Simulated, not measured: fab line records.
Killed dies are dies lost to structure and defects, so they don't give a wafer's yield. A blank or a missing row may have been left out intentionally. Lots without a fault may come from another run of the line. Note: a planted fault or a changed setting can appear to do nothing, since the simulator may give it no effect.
Chamber matching -- flow nand harc -- pecvd-04 running NHARC_A_STAIRCASE_DEP_151: 3 sister chambers
The step deposits SiO2, target thk 3800 nm. 3 wafers are shown with their chamber, then 9 later ones without.

## WAFERS, EACH WITH ITS CHAMBER
wafer,chamber,heater power w (W)
L081.2,2,610
L087.5,1,609
L087.6,0,670

## WAFERS WITHOUT THEIR CHAMBER
wafer,heater power w (W)
L086.2,761
L086.3,680
L086.5,607
L094.1,758
L094.2,872
L094.3,622
L097.1,689
L097.4,716
L097.5,629

## WHICH CHAMBER EACH WENT THROUGH
wafer,from the rows above,in truth
L086.2,can't be placed: 0 or 2 or 1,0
L086.3,can't be placed: 0 or 2 or 1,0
L086.5,can't be placed: 1 or 2 or 0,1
L094.1,can't be placed: 0 or 2 or 1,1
L094.2,can't be placed: 0 or 2 or 1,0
L094.3,can't be placed: 2 or 1 or 0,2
L097.1,can't be placed: 0 or 2 or 1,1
L097.4,can't be placed: 0 or 2 or 1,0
L097.5,can't be placed: 2 or 1 or 0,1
Placed correctly: 0 of 9. Can't be placed from these rows: 9 (the true chamber is among the candidates in 9). Number placed wrongly: 0.
How it was worked out, from the rows above alone: a wafer's distance from a chamber is the root of the sum, over the readings, of the square of ((its reading less the chamber's mean) divided by the reading's scatter). If the next closest chamber is less than 2 further off than the closest, the wafer can't be placed; otherwise it belongs to the closest. For every chamber, the mean is computed from those of its wafers that are shown. The scatter: root of mean squared gap, hidden wafer to nearest shown wafer, with one shown wafer a chamber.
